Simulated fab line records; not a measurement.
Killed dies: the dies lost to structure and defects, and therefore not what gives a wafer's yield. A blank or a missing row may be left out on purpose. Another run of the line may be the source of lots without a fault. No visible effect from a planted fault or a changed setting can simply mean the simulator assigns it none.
Which tool did it? | flow n5 finfet | Sampling: 24 lots, 72 wafers, 5 of 1938 route steps

## WHAT THE GAUGES READ, wafer by wafer
N5_HKMG_FIN_OVL_MEAS_13.
lot  | measured    | on         | NWFM_OVL (nm)
L074 | day 4 02:37 | overlay-01 | 1.1 1.9 1.1
L075 | day 4 12:05 | overlay-01 | 1.1 0.6 1.0
L076 | day 4 16:52 | overlay-01 | 0.6 -0.9 0.1
L077 | day 4 23:17 | overlay-02 | 0.3 0.6 0.8
L078 | day 5 05:14 | overlay-01 | 1.2 1.6 0.2
L079 | day 5 10:31 | overlay-01 | 0.7 1.1 0.7
L080 | day 5 14:01 | overlay-01 | -0.1 -2.4 -0.7
L081 | day 5 21:28 | overlay-01 | 1.1 -0.2 0.7
L082 | day 6 03:38 | overlay-01 | 0.9 -1.0 -0.1
L083 | day 6 10:03 | overlay-02 | -0.3 -0.8 -0.3
L084 | day 6 19:28 | overlay-02 | -0.5 -0.4 -0.8
L085 | day 6 23:05 | overlay-01 | -0.6 -0.4 -1.7
L086 | day 7 09:14 | overlay-01 | 0.2 0.6 -0.4
L087 | day 7 11:08 | overlay-01 | 0.2 -0.2 0.4
L088 | day 7 14:40 | overlay-02 | 1.2 1.9 1.5
L089 | day 7 21:19 | overlay-01 | 1.6 1.0 1.7
L090 | day 8 05:22 | overlay-02 | -2.0 -1.2 0.1
L091 | day 8 11:49 | overlay-02 | 0.8 0.9 1.4
L092 | day 8 18:01 | overlay-02 | 0.5 -1.4 -1.5
L093 | day 8 21:17 | overlay-01 | 0.7 1.2 0.4
L094 | day 9 08:01 | overlay-02 | -0.1 -0.7 0.8
L095 | day 9 10:30 | overlay-02 | 0.9 1.1 0.7
L096 | day 9 14:08 | overlay-02 | -0.4 -1.0 0.6
L097 | day 9 22:55 | overlay-01 | 0.4 0.0 0.7

N5_MOL_CONTACT_COAG_OVL_MEAS_09.
lot  | measured     | on         | CA_OVL (nm)
L074 | day 4 15:04  | overlay-02 | 0.0 -0.4 -0.1
L075 | day 5 03:36  | overlay-02 | 0.2 -0.1 0.2
L076 | day 5 05:49  | overlay-01 | -0.6 0.6 0.7
L077 | day 5 12:10  | overlay-01 | 1.1 0.5 1.2
L078 | day 5 17:21  | overlay-02 | 0.7 0.7 -0.3
L079 | day 5 22:48  | overlay-01 | 0.2 -0.3 0.6
L080 | day 6 02:33  | overlay-01 | 0.3 0.7 -0.3
L081 | day 6 09:53  | overlay-02 | -0.5 -0.4 0.3
L082 | day 6 15:39  | overlay-02 | 0.4 -0.9 0.5
L083 | day 6 22:50  | overlay-02 | 0.0 0.1 1.5
L084 | day 7 08:01  | overlay-01 | 0.7 0.5 -0.2
L085 | day 7 12:55  | overlay-01 | 1.1 0.9 1.1
L086 | day 7 21:50  | overlay-01 | 1.1 0.7 1.2
L087 | day 8 00:16  | overlay-01 | 0.9 0.5 0.2
L088 | day 8 02:50  | overlay-02 | 1.4 1.6 1.1
L089 | day 8 09:47  | overlay-02 | -0.1 0.7 -0.4
L090 | day 8 18:50  | overlay-02 | 0.4 0.6 -0.3
L091 | day 9 00:52  | overlay-01 | -0.2 1.3 0.5
L092 | day 9 06:49  | overlay-01 | -0.8 -0.9 -1.6
L093 | day 9 10:21  | overlay-01 | 0.2 -0.7 0.7
L094 | day 9 21:01  | overlay-01 | 0.3 -0.4 -1.6
L095 | day 10 04:31 | overlay-01 | -0.5 0.4 0.2
L096 | day 10 03:04 | overlay-01 | -0.8 0.1 0.2
L097 | day 10 10:52 | overlay-01 | -0.6 -0.8 -1.0

## EACH LOT AND THE TOOL THAT RAN IT (in order: tool; ch and the chambers of the sampled wafers; start)
lot  | N5_HKMG_FIN_ETCH_86               | N5_HKMG_FIN_NWFM_ALD_20            | N5_GATE_CUT_CUT_ETCH_54
L074 | rie diel-03 ch 0,1, day 4 04:01   | ald metal-01 ch 2,3, day 4 04:39   | rie metal-01 ch 0,1, day 4 11:42
L075 | rie diel-05 ch 1,2, day 4 13:40   | ald metal-03 ch 0,3, day 4 14:18   | rie metal-01 ch 0,1, day 4 22:37
L076 | rie diel-01 ch 1,2,3, day 4 18:22 | ald metal-02 ch 0,2,3, day 4 19:01 | rie metal-02 ch 0,1, day 5 02:27
L077 | rie diel-05 ch 0,1,2, day 5 01:10 | ald metal-03 ch 2,3, day 5 01:48   | rie metal-02 ch 0,1, day 5 08:55
L078 | rie diel-03 ch 0,1,3, day 5 06:37 | ald metal-03 ch 0,2,3, day 5 07:15 | rie metal-01 ch 0,1, day 5 13:57
L079 | rie diel-01 ch 2,3, day 5 11:55   | ald metal-03 ch 0,1,2, day 5 12:33 | rie metal-02 ch 0, day 5 19:26
L080 | rie diel-01 ch 0,2, day 5 15:28   | ald metal-01 ch 2,3, day 5 16:06   | rie metal-01 ch 0,1, day 5 23:19
L081 | rie diel-03 ch 0,1,3, day 5 22:50 | ald metal-03 ch 0,2,3, day 5 23:29 | rie metal-03 ch 0,1, day 6 06:16
L082 | rie diel-03 ch 0,1,3, day 6 05:01 | ald metal-01 ch 0,1,3, day 6 05:40 | rie metal-02 ch 0,1, day 6 12:16
L083 | rie diel-01 ch 0,2,3, day 6 11:51 | ald metal-02 ch 0,3, day 6 12:29   | rie metal-01 ch 1, day 6 19:36
L084 | rie diel-01 ch 0,1, day 6 21:18   | ald metal-01 ch 1,2, day 6 21:56   | rie metal-01 ch 0,1, day 7 04:32
L085 | rie diel-01 ch 0,1, day 7 01:39   | ald metal-03 ch 1,2,3, day 7 02:20 | rie metal-03 ch 0,1, day 7 09:40
L086 | rie diel-01 ch 0,2,3, day 7 10:38 | ald metal-01 ch 1,2,3, day 7 11:16 | rie metal-03 ch 0,1, day 7 18:16
L087 | rie diel-01 ch 0,1, day 7 13:12   | ald metal-02 ch 1,2, day 7 13:50   | rie metal-02 ch 0,1, day 7 20:56
L088 | rie diel-05 ch 2,3, day 7 16:02   | ald metal-02 ch 0,3, day 7 16:41   | rie metal-02 ch 0,1, day 7 23:16
L089 | rie diel-05 ch 2,3, day 7 22:47   | ald metal-01 ch 0,1,3, day 7 23:25 | rie metal-01 ch 0,1, day 8 06:32
L090 | rie diel-03 ch 1,2,3, day 8 06:44 | ald metal-02 ch 1,3, day 8 07:23   | rie metal-01 ch 0,1, day 8 15:17
L091 | rie diel-03 ch 0,1,3, day 8 13:16 | ald metal-03 ch 0,2,3, day 8 13:54 | rie metal-02 ch 0,1, day 8 20:56
L092 | rie diel-05 ch 0,1,3, day 8 19:24 | ald metal-03 ch 1,3, day 8 20:07   | rie metal-02 ch 0,1, day 9 02:49
L093 | rie diel-03 ch 1,2, day 8 23:06   | ald metal-01 ch 0,1,2, day 8 23:44 | rie metal-01 ch 0,1, day 9 07:04
L094 | rie diel-01 ch 1,2,3, day 9 09:37 | ald metal-03 ch 1,2, day 9 10:16   | rie metal-02 ch 0, day 9 17:29
L095 | rie diel-03 ch 2,3, day 9 11:53   | ald metal-01 ch 0,1, day 9 12:31   | rie metal-01 ch 1, day 9 19:46
L096 | rie diel-03 ch 1,2,3, day 9 15:46 | ald metal-02 ch 1,2, day 9 16:25   | rie metal-01 ch 1, day 9 23:37
L097 | rie diel-05 ch 0,2, day 10 00:20  | ald metal-03 ch 2,3, day 10 01:01  | rie metal-03 ch 0,1, day 10 07:37
- N5_HKMG_FIN_ETCH_86: etches SOC in N2/H2, stops on TiN, target depth 393.2 nm.
- N5_HKMG_FIN_NWFM_ALD_20: deposits TiAlC, target thk 2 nm, pulse time 3 s, purge time 2 s.
- N5_GATE_CUT_CUT_ETCH_54: etches TiN in Cl2/BCl3, target depth 96.7 nm.

## WHAT THE TOOLS THEMSELVES READ (means of the sampled wafers that have a number; where no wafer has one, the mark that the record gives instead)
N5_HKMG_FIN_ETCH_86.
lot  | tool        | chamber pressure mTorr (mTorr) | drypump motor current A (A) | n2 flow sccm (sccm) | oes product au (a.u.) | rf vpp V (V) | showerhead plenum p Torr (Torr) | throttle valve pct (%)
L074 | rie diel-03 | 29.991                         | 6.4                         | 200.2               | 0.69                  | 239.2        | 2.46                            | 17.9
L075 | rie diel-05 | 29.985                         | 6.0                         | 199.9               | 0.72                  | 241.5        | 2.61                            | 18.1
L076 | rie diel-01 | 29.983                         | 5.5                         | 200.0               | 0.85                  | 240.9        | 2.54                            | 17.8
L077 | rie diel-05 | 30.003                         | 5.7                         | 199.9               | 0.77                  | 242.2        | 2.62                            | 17.8
L078 | rie diel-03 | 30.004                         | 5.9                         | 200.4               | 0.84                  | 240.8        | 2.53                            | 17.8
L079 | rie diel-01 | 29.996                         | 5.6                         | 200.1               | 0.77                  | 240.8        | 2.52                            | 18.2
L080 | rie diel-01 | 30.012                         | 5.3                         | 200.1               | 0.80                  | 239.5        | 2.50                            | 17.7
L081 | rie diel-03 | 30.004                         | 6.0                         | 199.6               | 0.82                  | 240.7        | 2.53                            | 17.8
L082 | rie diel-03 | 30.010                         | 5.9                         | 200.0               | 0.82                  | 240.3        | 2.53                            | 17.7
L083 | rie diel-01 | 30.012                         | 5.4                         | 199.6               | 0.80                  | 239.7        | 2.50                            | 17.8
L084 | rie diel-01 | 30.010                         | 5.4                         | 201.2               | 0.88                  | 240.9        | 2.56                            | 17.5
L085 | rie diel-01 | 30.001                         | 5.3                         | 199.1               | 0.85                  | 240.4        | 2.51                            | 17.4
L086 | rie diel-01 | 29.992                         | 5.4                         | 200.4               | 0.79                  | 240.0        | 2.49                            | 17.8
L087 | rie diel-01 | 29.991                         | 5.4                         | 200.0               | 0.87                  | 240.4        | 2.55                            | 17.5
L088 | rie diel-05 | 29.985                         | 6.0                         | 200.1               | 0.70                  | 241.7        | 2.60                            | 18.0
L089 | rie diel-05 | 30.022                         | 6.0                         | 200.2               | 0.70                  | 240.9        | 2.60                            | 18.0
L090 | rie diel-03 | 29.982                         | 6.1                         | 199.8               | 0.86                  | 240.7        | 2.55                            | 17.7
L091 | rie diel-03 | 29.977                         | 6.0                         | 200.7               | 0.80                  | 240.8        | 2.52                            | 17.8
L092 | rie diel-05 | 30.011                         | 5.6                         | 200.0               | 0.75                  | 240.6        | 2.57                            | 17.8
L093 | rie diel-03 | 29.980                         | 6.4                         | 201.0               | 0.88                  | 240.1        | 2.48                            | 17.6
L094 | rie diel-01 | 30.023                         | 5.5                         | 200.1               | 0.79                  | 240.2        | 2.53                            | 17.9
L095 | rie diel-03 | 30.016                         | 5.8                         | 200.1               | 0.84                  | 240.2        | 2.54                            | 17.8
L096 | rie diel-03 | 29.988                         | 6.1                         | 199.0               | 0.84                  | 240.2        | 2.54                            | 17.7
L097 | rie diel-05 | 30.011                         | 6.0                         | 199.9               | 0.72                  | 242.1        | 2.64                            | 17.9

N5_HKMG_FIN_NWFM_ALD_20.
lot  | tool         | heater power w (W) | precursor pulse height rel
L074 | ald metal-01 | 480                | 0.993
L075 | ald metal-03 | 553                | 1.000
L076 | ald metal-02 | 471                | 0.976
L077 | ald metal-03 | 531                | 1.014
L078 | ald metal-03 | 542                | 1.022
L079 | ald metal-03 | 513                | 1.005
L080 | ald metal-01 | 492                | 1.004
L081 | ald metal-03 | 538                | 0.988
L082 | ald metal-01 | 496                | 1.008
L083 | ald metal-02 | 482                | 0.990
L084 | ald metal-01 | 484                | 0.987
L085 | ald metal-03 | 507                | 1.024
L086 | ald metal-01 | 491                | 0.993
L087 | ald metal-02 | 471                | 0.996
L088 | ald metal-02 | 485                | 0.993
L089 | ald metal-01 | 495                | 1.009
L090 | ald metal-02 | 480                | 0.994
L091 | ald metal-03 | 543                | 0.983
L092 | ald metal-03 | 488                | 1.003
L093 | ald metal-01 | 484                | 1.004
L094 | ald metal-03 | 481                | 0.987
L095 | ald metal-01 | 489                | 0.985
L096 | ald metal-02 | 465                | 1.001
L097 | ald metal-03 | 514                | 0.986

N5_GATE_CUT_CUT_ETCH_54.
lot  | tool         | chamber pressure mTorr (mTorr) | drypump motor current A (A) | etch rf on time s (s) | oes product au (a.u.) | throttle valve pct (%)
L074 | rie metal-01 | 9.997                          | 6.4                         | 37.1                  | 0.65                  | 22.37
L075 | rie metal-01 | 9.993                          | 6.5                         | 36.4                  | 0.61                  | 22.55
L076 | rie metal-02 | 9.989                          | 5.7                         | 37.0                  | 0.66                  | 22.31
L077 | rie metal-02 | 10.009                         | 5.4                         | 35.9                  | 0.61                  | 22.39
L078 | rie metal-01 | 10.005                         | 6.4                         | 36.6                  | 0.65                  | 22.36
L079 | rie metal-02 | 9.996                          | 6.0                         | 36.9                  | 0.72                  | 22.24
L080 | rie metal-01 | 9.997                          | 6.5                         | 36.9                  | 0.60                  | 22.56
L081 | rie metal-03 | 10.001                         | 5.7                         | 36.7                  | 0.70                  | 22.27
L082 | rie metal-02 | 9.998                          | 5.7                         | 36.5                  | 0.65                  | 22.32
L083 | rie metal-01 | 10.012                         | 6.5                         | 36.5                  | 0.55                  | 22.76
L084 | rie metal-01 | 10.001                         | 6.5                         | 36.5                  | 0.60                  | 22.56
L085 | rie metal-03 | 10.000                         | 5.8                         | 37.1                  | 0.75                  | 22.04
L086 | rie metal-03 | 10.001                         | 5.8                         | 36.9                  | 0.75                  | 22.05
L087 | rie metal-02 | 9.997                          | 5.7                         | 36.6                  | 0.65                  | 22.33
L088 | rie metal-02 | 9.997                          | 5.4                         | 36.5                  | 0.59                  | 22.41
L089 | rie metal-01 | 10.002                         | 6.5                         | 37.3                  | 0.64                  | 22.40
L090 | rie metal-01 | 10.011                         | 6.4                         | 37.0                  | 0.64                  | 22.38
L091 | rie metal-02 | 10.002                         | 5.7                         | 36.8                  | 0.64                  | 22.34
L092 | rie metal-02 | 10.004                         | 5.7                         | 36.7                  | 0.64                  | 22.34
L093 | rie metal-01 | 10.004                         | 6.4                         | 36.5                  | 0.64                  | 22.37
L094 | rie metal-02 | 9.991                          | 6.0                         | 36.9                  | 0.70                  | 22.25
L095 | rie metal-01 | 9.995                          | 6.5                         | 35.7                  | 0.55                  | 22.75
L096 | rie metal-01 | 9.995                          | 6.5                         | 35.8                  | 0.55                  | 22.75
L097 | rie metal-03 | 10.005                         | 5.7                         | 36.5                  | 0.69                  | 22.28

## THE ANSWER, worked out from the rows above alone
Rule: the lots themselves supply what counts as usual. Put in order of their means at a reading, lots are off if they are a third of the lots or fewer, leave a main group of 4 or more, and stand apart from it by a gap of 3 or more times the standard deviation of the main group's means; of several such gaps the widest counts. Not used: any main group whose means are identical at the precision the tables above print for the reading. A lot without any number at a reading at which 4 lots or more have one is off too. All remaining lots with rows at the step are treated as sound. After the gauges, taken in route order, come the tools' own readings; for these a lot's mean is taken, as printed above. At the first step where some lot is off, the reading lying furthest off is the one used; lots without a number count as furthest.
Across all readings shown, no lot is off: no conclusion can be drawn from this.

## WHAT THE SIMULATOR HAD INSERTED
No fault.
